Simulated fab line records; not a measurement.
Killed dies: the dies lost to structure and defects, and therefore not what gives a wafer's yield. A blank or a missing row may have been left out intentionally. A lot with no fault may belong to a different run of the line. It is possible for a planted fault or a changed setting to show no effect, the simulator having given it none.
What tool caused it? + flow n5Finfet + 72 wafers from 24 lots sampled at 4 of the route's 1938 steps

WHAT THE GAUGES SHOWED, per wafer
N5_BEOL_M8_INSPECT_30: inspects for defects (brightfield). Usual: rawDefectCount 415, standard deviation 99.
| lot  | measured     | on               | rawDefectCount | flag |
|------|--------------|------------------|----------------|------|
| L074 | day 9 04:16  | defectInspect-01 | 387 316 416    |      |
| L075 | day 9 10:21  | defectInspect-01 | 515 274 337    |      |
| L077 | day 9 22:47  | defectInspect-01 | 427 383 343    |      |
| L076 | day 10 00:35 | defectInspect-02 | 524 451 468    |      |
| L079 | day 10 08:23 | defectInspect-02 | 760 597 494    |      |
| L078 | day 10 15:40 | defectInspect-02 | 444 385 557    |      |
| L080 | day 11 01:17 | defectInspect-01 | 557 556 471    |      |
| L083 | day 11 04:50 | defectInspect-02 | 532 486 427    |      |
| L081 | day 11 06:52 | defectInspect-02 | 550 415 383    |      |
| L082 | day 11 14:14 | defectInspect-01 | 390 365 354    |      |
| L084 | day 12 01:14 | defectInspect-01 | 279 300 239    |      |
| L085 | day 12 12:29 | defectInspect-02 | 289 369 421    |      |
| L086 | day 12 19:06 | defectInspect-02 | 344 339 387    |      |
| L087 | day 13 03:36 | defectInspect-02 | 315 270 270    |      |
| L089 | day 13 03:03 | defectInspect-02 | 405 552 404    |      |
| L088 | day 13 11:49 | defectInspect-01 | 445 375 432    |      |
| L090 | day 13 23:39 | defectInspect-02 | 581 272 592    |      |
| L091 | day 14 05:25 | defectInspect-02 | 434 404 321    |      |
| L093 | day 14 13:39 | defectInspect-01 | 292 482 313    |      |
| L094 | day 14 16:11 | defectInspect-02 | 412 412 413    |      |
| L095 | day 14 22:46 | defectInspect-01 | 350 288 402    |      |
| L092 | day 15 08:38 | defectInspect-02 | 331 484 349    |      |
| L096 | day 15 14:29 | defectInspect-01 | 518 525 591    |      |
| L097 | day 16 07:27 | defectInspect-01 | 351 379 472    |      |

N5_BEOL_M8_CD_MEAS_35: the cd target is 40 nm. Usual: cdNm 40.4 nm, standard deviation 0.71.
| lot  | measured     | on       | cdNm (nm)      | flag |
|------|--------------|----------|----------------|------|
| L074 | day 9 04:53  | cdSem-03 | 41.1 40.1 40.5 |      |
| L075 | day 9 11:20  | cdSem-03 | 40.2 40.1 40.5 |      |
| L077 | day 9 23:26  | cdSem-01 | 40.7 40.1 41.0 |      |
| L076 | day 10 01:11 | cdSem-03 | 41.5 40.3 40.9 |      |
| L079 | day 10 08:59 | cdSem-02 | 40.5 39.8 40.7 |      |
| L078 | day 10 16:17 | cdSem-01 | 40.0 41.0 42.0 |      |
| L080 | day 11 01:58 | cdSem-01 | 39.5 41.0 41.2 |      |
| L083 | day 11 05:47 | cdSem-01 | 40.5 40.4 41.4 |      |
| L081 | day 11 07:29 | cdSem-01 | 41.1 40.0 40.1 |      |
| L082 | day 11 14:51 | cdSem-01 | 41.0 40.7 40.5 |      |
| L084 | day 12 01:52 | cdSem-01 | 40.2 40.1 41.2 |      |
| L085 | day 12 13:05 | cdSem-03 | 38.5 39.6 40.5 |      |
| L086 | day 12 20:13 | cdSem-03 | 41.3 39.0 40.5 |      |
| L087 | day 13 04:14 | cdSem-01 | 39.9 40.1 39.2 |      |
| L089 | day 13 03:41 | cdSem-02 | 39.5 39.6 39.8 |      |
| L088 | day 13 12:26 | cdSem-01 | 39.9 40.8 39.6 |      |
| L090 | day 14 00:17 | cdSem-03 | 40.9 40.9 40.3 |      |
| L091 | day 14 06:02 | cdSem-03 | 40.6 40.2 39.7 |      |
| L093 | day 14 14:19 | cdSem-02 | 41.5 40.9 41.1 |      |
| L094 | day 14 16:49 | cdSem-01 | 41.2 40.8 40.3 |      |
| L095 | day 14 23:22 | cdSem-02 | 38.8 40.0 39.7 |      |
| L092 | day 15 09:33 | cdSem-03 | 39.9 39.0 40.3 |      |
| L096 | day 15 15:05 | cdSem-02 | 39.2 39.4 40.1 |      |
| L097 | day 16 08:04 | cdSem-01 | 40.9 38.6 40.7 |      |

WHICH TOOL RAN EACH LOT (tool, then ch and the chambers of the sampled wafers, then the start)
| lot  | N5_BEOL_M8_STRIP_67               | N5_BEOL_M8_ETCH_65                |
|------|-----------------------------------|-----------------------------------|
| L074 | rieDiel-02 ch 0,1,2, day 9 01:56  | rieDiel-01 ch 1,2,3, day 9 04:22  |
| L075 | rieDiel-02 ch 0,2,3, day 9 08:25  | rieDiel-01 ch 1,2,3, day 9 10:47  |
| L077 | rieDiel-01 ch 1,2,3, day 9 20:32  | rieDiel-01 ch 0,1, day 9 22:54    |
| L076 | rieDiel-05 ch 0,1,3, day 9 23:58  | rieDiel-05 ch 1,2, day 10 00:40   |
| L079 | rieDiel-01 ch 1,2,3, day 10 05:07 | rieDiel-05 ch 0,1,3, day 10 08:28 |
| L078 | rieDiel-01 ch 0,2,3, day 10 14:49 | rieDiel-02 ch 0,3, day 10 15:45   |
| L080 | rieDiel-02 ch 0,1, day 11 00:40   | rieDiel-02 ch 0,3, day 11 01:26   |
| L083 | rieDiel-01 ch 0,2,3, day 11 03:31 | rieDiel-05 ch 1,2,3, day 11 05:16 |
| L081 | rieDiel-05 ch 1,3, day 11 06:07   | rieDiel-05 ch 0,2,3, day 11 06:58 |
| L082 | rieDiel-01 ch 1,3, day 11 10:31   | rieDiel-02 ch 0,2, day 11 14:19   |
| L084 | rieDiel-02 ch 0,2,3, day 12 00:25 | rieDiel-05 ch 1,2, day 12 01:20   |
| L085 | rieDiel-05 ch 0,2,3, day 12 06:29 | rieDiel-02 ch 0,2,3, day 12 12:34 |
| L086 | rieDiel-05 ch 0,1,3, day 12 18:09 | rieDiel-01 ch 2,3, day 12 19:40   |
| L087 | rieDiel-02 ch 0,1,2, day 13 01:01 | rieDiel-01 ch 0,2,3, day 13 03:41 |
| L089 | rieDiel-05 ch 0,2, day 13 01:13   | rieDiel-05 ch 0,1,2, day 13 03:08 |
| L088 | rieDiel-01 ch 0,2,3, day 13 08:23 | rieDiel-01 ch 0,2,3, day 13 11:55 |
| L090 | rieDiel-05 ch 0,2,3, day 13 22:55 | rieDiel-02 ch 1,2,3, day 13 23:46 |
| L091 | rieDiel-05 ch 0,1, day 14 03:58   | rieDiel-05 ch 2,3, day 14 05:31   |
| L093 | rieDiel-01 ch 1,3, day 14 11:46   | rieDiel-05 ch 0,2, day 14 13:47   |
| L094 | rieDiel-01 ch 0,2,3, day 14 14:35 | rieDiel-05 ch 0,1,2, day 14 16:17 |
| L095 | rieDiel-05 ch 0,2, day 14 21:02   | rieDiel-02 ch 0,2,3, day 14 22:50 |
| L092 | rieDiel-02 ch 0,2,3, day 15 07:02 | rieDiel-02 ch 0,1,2, day 15 09:01 |
| L096 | rieDiel-05 ch 0,2,3, day 15 12:47 | rieDiel-02 ch 0,2,3, day 15 14:34 |
| L097 | rieDiel-05 ch 0,2,3, day 16 05:27 | rieDiel-05 ch 2,3, day 16 07:32   |
- N5_BEOL_M8_STRIP_67: strips in CF4.
- N5_BEOL_M8_ETCH_65: etches SiARC in CF4, target depth 15.6 nm, time 26 s.

WHAT THE TOOLS THEMSELVES READ (means of the sampled wafers that have a number; where no wafer has one, the mark that the record gives instead)
N5_BEOL_M8_STRIP_67. Usual: drypumpMotorCurrentA 5.4 A, standard deviation 0.4; oesProductAu 0.80 a.u., standard deviation 0.066; rfVppV 271.8 V, standard deviation 1.4; showerheadPlenumPTorr 1.82 Torr, standard deviation 0.043; throttleValvePct 13.54 %, standard deviation 0.26.
| lot  | tool       | drypumpMotorCurrentA (A) | oesProductAu (a.u.) | rfVppV (V) | showerheadPlenumPTorr (Torr) | throttleValvePct (%) | flag |
|------|------------|--------------------------|---------------------|------------|------------------------------|----------------------|------|
| L074 | rieDiel-02 | 5.4                      | 0.80                | 271.5      | 1.85                         | 13.48                |      |
| L075 | rieDiel-02 | 5.5                      | 0.79                | 272.2      | 1.82                         | 13.55                |      |
| L077 | rieDiel-01 | 5.5                      | 0.80                | 271.9      | 1.84                         | 13.64                |      |
| L076 | rieDiel-05 | 5.4                      | 0.81                | 272.2      | 1.81                         | 13.50                |      |
| L079 | rieDiel-01 | 5.5                      | 0.80                | 270.7      | 1.84                         | 13.66                |      |
| L078 | rieDiel-01 | 5.6                      | 0.84                | 272.2      | 1.84                         | 13.49                |      |
| L080 | rieDiel-02 | 5.0                      | 0.77                | 272.1      | 1.85                         | 13.54                |      |
| L083 | rieDiel-01 | 5.7                      | 0.83                | 272.1      | 1.83                         | 13.51                |      |
| L081 | rieDiel-05 | 5.3                      | 0.78                | 271.1      | 1.83                         | 13.56                |      |
| L082 | rieDiel-01 | 5.7                      | 0.78                | 271.7      | 1.84                         | 13.92                |      |
| L084 | rieDiel-02 | 5.5                      | 0.76                | 271.0      | 1.82                         | 13.61                |      |
| L085 | rieDiel-05 | 5.2                      | 0.85                | 270.9      | 1.79                         | 13.49                |      |
| L086 | rieDiel-05 | 5.4                      | 0.78                | 271.0      | 1.80                         | 13.55                |      |
| L087 | rieDiel-02 | 5.4                      | 0.77                | 271.8      | 1.84                         | 13.55                |      |
| L089 | rieDiel-05 | 5.3                      | 0.85                | 270.6      | 1.77                         | 13.47                |      |
| L088 | rieDiel-01 | 5.6                      | 0.80                | 273.2      | 1.83                         | 13.57                |      |
| L090 | rieDiel-05 | 5.2                      | 0.84                | 271.4      | 1.79                         | 13.52                |      |
| L091 | rieDiel-05 | 5.5                      | 0.75                | 271.1      | 1.81                         | 13.43                |      |
| L093 | rieDiel-01 | 5.7                      | 0.78                | 272.4      | 1.86                         | 13.89                |      |
| L094 | rieDiel-01 | 5.7                      | 0.79                | 271.8      | 1.83                         | 13.58                |      |
| L095 | rieDiel-05 | 5.2                      | 0.86                | 272.6      | 1.79                         | 13.34                |      |
| L092 | rieDiel-02 | 5.5                      | 0.74                | 271.7      | 1.81                         | 13.66                |      |
| L096 | rieDiel-05 | 5.2                      | 0.82                | 271.1      | 1.79                         | 13.56                |      |
| L097 | rieDiel-05 | 5.2                      | 0.82                | 270.2      | 1.79                         | 13.56                |      |

N5_BEOL_M8_ETCH_65. Usual: drypumpMotorCurrentA 5.4 A, standard deviation 0.41; etchRfOnTimeS 26.1 s, standard deviation 1.1; oesProductAu 0.68 a.u., standard deviation 0.062; rfVppV 184.5 V, standard deviation 1.1; showerheadPlenumPTorr 2.18 Torr, standard deviation 0.054; throttleValvePct 15.56 %, standard deviation 0.25.
| lot  | tool       | drypumpMotorCurrentA (A) | etchRfOnTimeS (s) | oesProductAu (a.u.) | rfVppV (V) | showerheadPlenumPTorr (Torr) | throttleValvePct (%) | flag |
|------|------------|--------------------------|-------------------|---------------------|------------|------------------------------|----------------------|------|
| L074 | rieDiel-01 | 5.5                      | 26.8              | 0.68                | 184.5      | 2.20                         | 15.67                |      |
| L075 | rieDiel-01 | 5.5                      | 27.2              | 0.67                | 184.2      | 2.20                         | 15.67                |      |
| L077 | rieDiel-01 | 5.8                      | 26.4              | 0.77                | 185.0      | 2.26                         | 15.62                |      |
| L076 | rieDiel-05 | 5.3                      | 26.0              | 0.77                | 185.2      | 2.19                         | 15.19                |      |
| L079 | rieDiel-05 | 5.4                      | 25.6              | 0.69                | 183.7      | 2.15                         | 15.54                |      |
| L078 | rieDiel-02 | 5.1                      | 25.0              | 0.65                | 183.4      | 2.14                         | 15.68                |      |
| L080 | rieDiel-02 | 5.0                      | 25.6              | 0.65                | 183.9      | 2.14                         | 15.62                |      |
| L083 | rieDiel-05 | 5.3                      | 25.9              | 0.71                | 184.7      | 2.19                         | 15.39                |      |
| L081 | rieDiel-05 | 5.2                      | 25.4              | 0.75                | 183.5      | 2.14                         | 15.52                |      |
| L082 | rieDiel-02 | 5.8                      | 26.2              | 0.67                | 185.1      | 2.21                         | 15.55                |      |
| L084 | rieDiel-05 | 5.3                      | 26.3              | 0.74                | 185.1      | 2.19                         | 15.22                |      |
| L085 | rieDiel-02 | 5.4                      | 25.5              | 0.66                | 184.3      | 2.17                         | 15.63                |      |
| L086 | rieDiel-01 | 5.4                      | 27.3              | 0.63                | 184.0      | 2.15                         | 15.56                |      |
| L087 | rieDiel-01 | 5.6                      | 26.6              | 0.68                | 185.4      | 2.18                         | 15.56                |      |
| L089 | rieDiel-05 | 5.4                      | 25.2              | 0.71                | 183.6      | 2.15                         | 15.40                |      |
| L088 | rieDiel-01 | 5.6                      | 26.7              | 0.68                | 184.4      | 2.18                         | 15.58                |      |
| L090 | rieDiel-02 | 5.5                      | 26.3              | 0.65                | 184.0      | 2.21                         | 15.69                |      |
| L091 | rieDiel-05 | 5.2                      | 26.3              | 0.73                | 184.2      | 2.16                         | 15.39                |      |
| L093 | rieDiel-05 | 5.2                      | 25.4              | 0.75                | 183.9      | 2.14                         | 15.38                |      |
| L094 | rieDiel-05 | 5.4                      | 25.5              | 0.70                | 184.5      | 2.15                         | 15.41                |      |
| L095 | rieDiel-02 | 5.5                      | 25.6              | 0.64                | 184.4      | 2.17                         | 15.66                |      |
| L092 | rieDiel-02 | 5.4                      | 26.9              | 0.63                | 184.9      | 2.20                         | 15.63                |      |
| L096 | rieDiel-02 | 5.5                      | 26.1              | 0.63                | 183.9      | 2.16                         | 15.69                |      |
| L097 | rieDiel-05 | 5.1                      | 26.0              | 0.71                | 184.7      | 2.15                         | 15.43                |      |

THE ANSWER, worked out from the rows above alone
Rule: a lot counts as off when the mean over its wafers that have a number is more than 3 standard deviations away from the usual mean. Also off: a lot with no number at a reading for which 4 or more lots have one. Any other lot the step has rows for is counted as sound. First the gauges in route order, then the tools' own readings, where a lot's mean is used as printed above. The first step at which some lot is off is used, and at that step the reading that is off furthest; a lot without a number counts as furthest.
Across all readings shown, no lot is off: no conclusion can be drawn from this.

WHAT HAD BEEN PUT IN BY THE SIMULATOR
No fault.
